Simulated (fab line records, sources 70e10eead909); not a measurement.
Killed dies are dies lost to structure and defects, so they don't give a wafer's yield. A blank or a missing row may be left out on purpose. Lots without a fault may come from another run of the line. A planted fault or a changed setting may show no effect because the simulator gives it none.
Chamber matching | flow nand_harc | NHARC_P_CONTACT_STRIP_28 on rie_diel-13: 4 sister chambers
The step strips in O2. 18 wafers are shown with their chamber, then 8 later ones without.

WAFERS WITH THEIR CHAMBER
wafer  | chamber | drypump_motor_current_A (A) | oes_product_au (a.u.) | rf_vpp_V (V)
L115.1 | 0       | 5.53                        | 0.991                 | 57.3
L115.2 | 2       | 5.82                        | 1.013                 | 57.4
L115.5 | 3       | 5.27                        | 1.015                 | 57.5
L116.1 | 1       | 5.65                        | 1.005                 | 57.3
L116.4 | 3       | 5.24                        | 1.001                 | 57.7
L116.6 | 0       | 5.57                        | 0.991                 | 58.6
L118.4 | 3       | 5.33                        | 1.003                 | 57.9
L118.5 | 3       | 5.33                        | 1.014                 | 58.4
L118.6 | 0       | 5.53                        | 1.001                 | 58.0
L119.1 | 0       | 5.56                        | 0.999                 | 57.9
L119.3 | 3       | 5.30                        | 1.002                 | 58.9
L119.4 | 2       | 5.84                        | 1.010                 | 56.7
L120.1 | 2       | 5.83                        | 1.003                 | 57.7
L120.4 | 3       | 5.29                        | 0.995                 | 58.0
L120.5 | 0       | 5.57                        | 0.995                 | 57.7
L122.1 | 2       | 5.81                        | 1.025                 | 56.6
L122.3 | 1       | 5.67                        | 0.996                 | 58.0
L122.6 | 1       | 5.66                        | 1.002                 | 58.4

SIGNATURES (means of the wafers above)
reading                 | chamber 0 | chamber 1 | chamber 2 | chamber 3 | scatter within a chamber
drypump_motor_current_A | 5.5520    | 5.6600    | 5.8250    | 5.2933    | 0.0247
oes_product_au          | 0.99540   | 1.00100   | 1.01275   | 1.00500   | 0.00701
rf_vpp_V                | 57.900    | 57.900    | 57.100    | 58.067    | 0.512
Rule: a wafer's distance from a chamber is the root of the sum, over the readings, of the square of ((its reading less the chamber's mean) divided by the reading's scatter). The wafer belongs to the nearest chamber; if the next one is less than 2 further off, it can't be placed. The scatter: the root of (the sum of the squares of (reading less its chamber's mean) over the shown wafers, divided by (wafers less chambers)).

WAFERS WITHOUT THEIR CHAMBER
wafer  | drypump_motor_current_A (A) | oes_product_au (a.u.) | rf_vpp_V (V)
L126.1 | 5.29                        | 1.001                 | 58.8
L126.4 | 5.65                        | 0.982                 | 57.4
L126.5 | 5.83                        | 1.004                 | 56.4
L135.2 | 5.83                        | 1.016                 | 58.1
L135.5 | 5.83                        | 1.015                 | 56.2
L137.1 | 5.55                        | 0.986                 | 57.8
L137.2 | 5.34                        | 0.984                 | 58.0
L137.3 | 5.81                        | 1.005                 | 56.4

WHICH CHAMBER EACH WENT THROUGH
wafer  | from the rows above     | in truth
L126.1 | 3                       | 3
L126.4 | can't be placed: 1 or 0 | 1
L126.5 | 2                       | 2
L135.2 | 2                       | 2
L135.5 | 2                       | 2
L137.1 | 0                       | 0
L137.2 | 3                       | 3
L137.3 | 2                       | 2
Placed correctly: 7 of 8. Can't be placed from these rows: 1 (the true chamber is among the candidates in 1). Placed wrongly: 0.
